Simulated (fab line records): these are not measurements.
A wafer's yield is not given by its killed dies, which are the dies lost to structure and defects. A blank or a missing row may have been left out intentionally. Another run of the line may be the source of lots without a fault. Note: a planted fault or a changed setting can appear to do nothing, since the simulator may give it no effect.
Split-lot trial | flow n5 finfet | 21 wafers read across 7 lots, on a route 1938 steps long

THE SPLIT ITSELF
At N5_BEOL_M1_ETCH_70 (etches SOC in N2/H2, target depth 80 nm, overetch 16 nm, time 120 s), the setting source w was moved away from the recipe's 840 W on 7 of the 21 wafers read, by -16.8% to +10.9%. The other wafers ran this setting at the recipe's value.

The reading comes from the split's own step.

THE READING
rf vpp V, in V, at N5_BEOL_M1_ETCH_70 (etches SOC in N2/H2, target depth 80 nm, overetch 16 nm, time 120 s). Typical for fault-free wafers on this fab line: 523 V, with standard deviation 3.1 V.

wafer  | tool, chamber at the split | source w as run, W | against the recipe | rf vpp V, V | against lot-mates on the recipe
L079.1 | rie diel-02, 3             | 931.9              | +10.9%             | 509         | -12
L079.2 | rie diel-02, 0             | 840                | recipe             | 518         | -
L079.6 | rie diel-02, 1             | 840                | recipe             | 524         | -
L084.1 | rie diel-06, 2             | 840                | recipe             | 522         | -
L084.2 | rie diel-06, 1             | 840                | recipe             | 528         | -
L084.5 | rie diel-06, 0             | 840                | recipe             | 522         | -
L085.3 | rie diel-06, 1             | 840                | recipe             | 527         | -
L085.4 | rie diel-06, 2             | 840                | recipe             | 522         | -
L085.6 | rie diel-06, 2             | 885.6              | +5.4%              | 513         | -12
L086.1 | rie diel-03, 2             | 711.1              | -15.3%             | 551         | +30
L086.3 | rie diel-03, 1             | 711.1              | -15.3%             | 558         | +37
L086.6 | rie diel-03, 2             | 840                | recipe             | 521         | -
L089.1 | rie diel-02, 1             | 840                | recipe             | 523         | -
L089.2 | rie diel-02, 2             | 840                | recipe             | 521         | -
L089.4 | rie diel-02, 0             | 698.6              | -16.8%             | 550         | +28
L090.1 | rie diel-03, 3             | 911.3              | +8.5%              | 507         | -16
L090.4 | rie diel-03, 1             | 840                | recipe             | 526         | -
L090.5 | rie diel-03, 2             | 840                | recipe             | 521         | -
L094.1 | rie diel-03, 3             | 840                | recipe             | 518         | -
L094.3 | rie diel-03, 1             | 840                | recipe             | 528         | -
L094.6 | rie diel-03, 3             | 742                | -11.7%             | 540         | +17

THE FIT
A straight line over all 21 wafers: rf vpp V changes by -1.76 V for each +1% of source w; r = -0.96; the points scatter about the line by 3.6 V.
The same after taking each lot's own level away (the mean of its wafers on the recipe; 21 wafers): -1.81 V for each +1%; r = -0.96; scatter 3.9 V.
That fit puts the effect of the largest move of source w on the reading at 31 V.
The lots' own levels span 521.0 to 524.5 V, that is 1.1 times the standard deviation above.
Hence the lot-to-lot level has little effect on the slope; both slopes agree.
Check: for one of the wafers moved furthest among these (-16.8%), held out of the fit, the line's prediction against its lot-mates is +32.1 V. It came out at +28 V against them.
Tool readings at the split's step, against how far the setting was moved: rf vpp V r = -0.96.

OTHER SPLITS ON THESE WAFERS
Other splits were also applied to these wafers ahead of the reading. Each is held against what the fit with the lots' levels taken away leaves over:
other split on the same wafers   | wafers away from the commonest value | r with rf vpp V (lot level and that fit taken away)
N5_BEOL_M0_SAQP_DESCUM_45 time s | 5                                    | +0.33

FILE'S OWN FIT
rf vpp V changes by -1.75 V for each +1% of source w, r = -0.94.
